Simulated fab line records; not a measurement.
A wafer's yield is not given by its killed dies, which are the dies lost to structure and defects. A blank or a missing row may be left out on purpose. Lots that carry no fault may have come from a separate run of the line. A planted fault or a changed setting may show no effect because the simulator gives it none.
Matching of chambers    flow n5-finfet    4 sister chambers for N5_SD_EPI_P_ETCH_37 on rie-diel-03
The step etches SOC in N2/H2, overetch 108 nm, time 486 s. 16 wafers are shown with their chamber, then 8 later ones without.

== WAFERS PAIRED WITH THEIR CHAMBERS ==
wafer   chamber  showerhead-plenum-p-Torr (Torr)  drypump-motor-current-A (A)  throttle-valve-pct (%)
L074.1  0        2.59                             5.9                          24.0
L074.3  2        2.63                             6.1                          24.0
L074.4  3        2.53                             5.6                          23.7
L075.2  3        2.53                             5.6                          23.7
L075.5  0        2.59                             5.9                          24.0
L075.6  1        2.54                             6.1                          23.8
L076.1  1        2.54                             6.1                          23.7
L076.2  2        2.63                             6.1                          24.0
L076.4  3        2.53                             5.7                          23.7
L077.1  3        2.53                             5.7                          23.7
L077.4  0        2.58                             5.9                          24.0
L077.5  3        2.53                             5.6                          23.7
L081.1  1        2.53                             6.1                          23.8
L081.3  0        2.58                             5.9                          24.0
L081.4  2        2.63                             6.1                          24.0
L083.1  0        2.58                             5.9                          24.0

SIGNATURES (averages over the wafers above)
reading                   chamber 0  chamber 1  chamber 2  chamber 3  scatter within a chamber
showerhead-plenum-p-Torr  2.5840     2.5367     2.6300     2.5300     0.00394
drypump-motor-current-A   5.900      6.100      6.100      5.640      0.0316
throttle-valve-pct        24.000     23.767     24.000     23.700     0.0236
Rule: for a wafer and a chamber, the distance is found by dividing, reading by reading, the gap between the wafer's reading and the chamber's mean by the reading's scatter, squaring, summing and taking the root. The wafer belongs to the nearest chamber; if the next one is less than 2 further off, it can't be placed. How the scatter is found: for the shown wafers, subtract from each reading the mean of its chamber, square and add these, divide the total by (wafers less chambers), then take the root.

== WAFERS WITHOUT THEIR CHAMBER ==
wafer   showerhead-plenum-p-Torr (Torr)  drypump-motor-current-A (A)  throttle-valve-pct (%)
L083.4  2.53                             5.7                          23.7
L083.5  2.62                             6.1                          24.0
L084.1  2.62                             6.1                          24.0
L084.5  2.62                             6.1                          24.0
L084.6  2.53                             5.7                          23.7
L088.1  2.62                             6.1                          24.0
L088.2  2.57                             5.9                          24.0
L088.5  2.53                             6.1                          23.8

== EACH ONE'S CHAMBER ==
wafer   from the rows above  in truth
L083.4  3                    3
L083.5  2                    2
L084.1  2                    2
L084.5  2                    2
L084.6  3                    3
L088.1  2                    2
L088.2  0                    0
L088.5  1                    1
Placed correctly: 8 of 8. Not placeable from these rows: 0. Number placed wrongly: 0.
